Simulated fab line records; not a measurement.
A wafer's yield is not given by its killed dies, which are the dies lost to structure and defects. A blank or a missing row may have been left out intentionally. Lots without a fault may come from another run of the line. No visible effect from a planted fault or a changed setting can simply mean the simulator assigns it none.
A lot that was struck, set against a sound lot + flow nandHarc + 14 steps out of a route of 1302
Sound: wafers L956.1, L956.2, L956.4. Struck: wafer L968.2 (left out: L968.1, L968.3 of the same lot, which were not struck); the cause appears at the end.
Each step with rows lists, per side, the tool, then ch with its chambers, then its first start. Under that, the readings that differ: sound wafers + struck wafers + difference of the means + sigmas: that difference in standard deviations of wafers without a fault.
alike: words and numbers the same on both sides, and readings whose means are apart by under 2 such deviations; not compared: readings that were withheld, readings missing a value for some wafer, numbers with overlapping values and no deviation given by the record, and bounds like >300 which may hide the same value.
The two part at a step that has a row with sigmas, a row that says differs or no value, or rows on one side only. When numbers do not overlap yet have no deviation, they are printed without sigmas and do not part them. A reading missing from all wafers of one side parts the sides only when that side holds two or more wafers.

first, 9 steps without rows for these wafers: NHARC_THIN_TSV_PVD_24 (deposits Al, target thk 800 nm); NHARC_THIN_TSV_DEHYDRATE_25 (time 120 s); NHARC_THIN_TSV_HMDS_26 (time 30 s); NHARC_THIN_TSV_COAT_27; NHARC_THIN_TSV_SOFTBAKE_28 (time 95 s); NHARC_THIN_TSV_EBR_29; NHARC_THIN_TSV_EXPOSE_30 (exposes mask PAD); NHARC_THIN_TSV_PEB_31 (peb time 85 s); NHARC_THIN_TSV_DEVELOP_32 (time 70 s).
NHARC_THIN_TSV_CD_MEAS_33: the cd target is 5000 nm.
  sound on cdSem-02 ch 0, day 27 05:29; struck on cdSem-01 ch 0, day 31 14:26
| reading   | sound          | struck | difference | sigmas |
|-----------|----------------|--------|------------|--------|
| cdNm (nm) | 4998 4999 4994 | 5005   | +8         | +3     |
then, 1 step without rows for these wafers: NHARC_THIN_TSV_HARDBAKE_34 (time 80 s).
NHARC_THIN_TSV_DESCUM_35: chemistry O2, time 3 s.
  sound on rieDiel-07 ch 0,1,3, day 27 05:38; struck on rieDiel-10 ch 2, day 31 14:35
| reading             | sound          | struck | difference | sigmas |
|---------------------|----------------|--------|------------|--------|
| rfHoursCounterH (h) | 8.7 10.3 9.0   | 5.3    | -4.0       |        |
| rfVppV (V)          | 58.1 58.4 58.3 | 56.3   | -2.0       | -2     |
  alike: drypumpMotorCurrentA, oesProductAu, showerheadPlenumPTorr, throttleValvePct
NHARC_THIN_TSV_ETCH_59: etches the open film in Cl2/BCl3, target depth 880 nm, time 138.1 s.
  sound on rieMetal-01 ch 0,1, day 27 05:46; struck on rieMetal-02 ch 0, day 31 14:44
| reading             | sound             | struck | difference | sigmas |
|---------------------|-------------------|--------|------------|--------|
| oesProductAu (a.u.) | 1.024 1.001 0.998 | 0.926  | -0.082     | -7     |
  alike: drypumpMotorCurrentA, throttleValvePct
  not compared: rfHoursCounterH
NHARC_THIN_TSV_ETCH_36: etches the open film in Cl2/BCl3, target depth 65 nm, time 18.571 s.
  sound on rieMetal-01 ch 0,1, day 27 06:02; struck on rieMetal-02 ch 1, day 31 14:59
  alike: drypumpMotorCurrentA, oesProductAu
  not compared: rfHoursCounterH

== WHERE THEY PART ==
First at NHARC_THIN_TSV_CD_MEAS_33; last, within this record, at NHARC_THIN_TSV_ETCH_59. Later steps at which nothing parts them and some readings are alike: NHARC_THIN_TSV_ETCH_36.

WHY: the cause the simulator had injected
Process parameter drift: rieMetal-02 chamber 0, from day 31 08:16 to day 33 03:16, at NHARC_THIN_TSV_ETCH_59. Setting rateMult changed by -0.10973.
